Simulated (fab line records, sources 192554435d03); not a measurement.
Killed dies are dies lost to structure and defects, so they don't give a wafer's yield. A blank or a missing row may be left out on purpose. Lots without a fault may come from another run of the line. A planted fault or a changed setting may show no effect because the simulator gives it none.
Chamber matching | flow n5_finfet | N5_SD_EPI_N_ETCH_45 on rie_diel-03: 4 sister chambers
The step etches SiOCN in CH3F/O2, target depth 6 nm. 14 wafers are shown with their chamber, then 7 later ones without.

WAFERS WITH THEIR CHAMBER
wafer  | chamber | drypump_motor_current_A (A) | showerhead_plenum_p_Torr (Torr) | throttle_valve_pct (%)
L075.3 | 1       | 6.0                         | 1.98                            | 23.62
L075.5 | 1       | 6.0                         | 1.98                            | 23.59
L075.6 | 0       | 5.5                         | 2.07                            | 23.24
L076.1 | 0       | 5.5                         | 2.06                            | 23.23
L076.4 | 1       | 6.0                         | 1.97                            | 23.59
L076.5 | 3       | 6.2                         | 1.97                            | 23.32
L078.1 | 0       | 5.5                         | 2.06                            | 23.25
L078.2 | 1       | 6.0                         | 1.97                            | 23.59
L078.3 | 3       | 6.2                         | 1.97                            | 23.31
L079.2 | 2       | 5.8                         | 1.99                            | 23.37
L079.3 | 3       | 6.1                         | 1.97                            | 23.30
L079.5 | 2       | 5.8                         | 1.99                            | 23.36
L082.3 | 2       | 5.8                         | 1.99                            | 23.37
L082.4 | 1       | 6.0                         | 1.97                            | 23.64

SIGNATURES (means of the wafers above)
reading                  | chamber 0 | chamber 1 | chamber 2 | chamber 3 | scatter within a chamber
drypump_motor_current_A  | 5.500     | 6.000     | 5.800     | 6.167     | 0.0258
showerhead_plenum_p_Torr | 2.0633    | 1.9740    | 1.9900    | 1.9700    | 0.00432
throttle_valve_pct       | 23.2400   | 23.6060   | 23.3667   | 23.3100   | 0.0161
Rule: a wafer's distance from a chamber is the root of the sum, over the readings, of the square of ((its reading less the chamber's mean) divided by the reading's scatter). The wafer belongs to the nearest chamber; if the next one is less than 2 further off, it can't be placed. The scatter: the root of (the sum of the squares of (reading less its chamber's mean) over the shown wafers, divided by (wafers less chambers)).

WAFERS WITHOUT THEIR CHAMBER
wafer  | drypump_motor_current_A (A) | showerhead_plenum_p_Torr (Torr) | throttle_valve_pct (%)
L082.5 | 6.0                         | 1.97                            | 23.64
L085.2 | 5.8                         | 1.98                            | 23.38
L085.4 | 6.1                         | 1.96                            | 23.32
L085.5 | 5.5                         | 2.06                            | 23.26
L097.1 | 6.1                         | 1.96                            | 23.35
L097.2 | 5.8                         | 1.97                            | 23.41
L097.4 | 6.2                         | 1.96                            | 23.35

WHICH CHAMBER EACH WENT THROUGH
wafer  | from the rows above | in truth
L082.5 | 1                   | 1
L085.2 | 2                   | 2
L085.4 | 3                   | 3
L085.5 | 0                   | 0
L097.1 | 3                   | 3
L097.2 | 2                   | 2
L097.4 | 3                   | 3
Placed correctly: 7 of 7. Can't be placed from these rows: 0. Placed wrongly: 0.
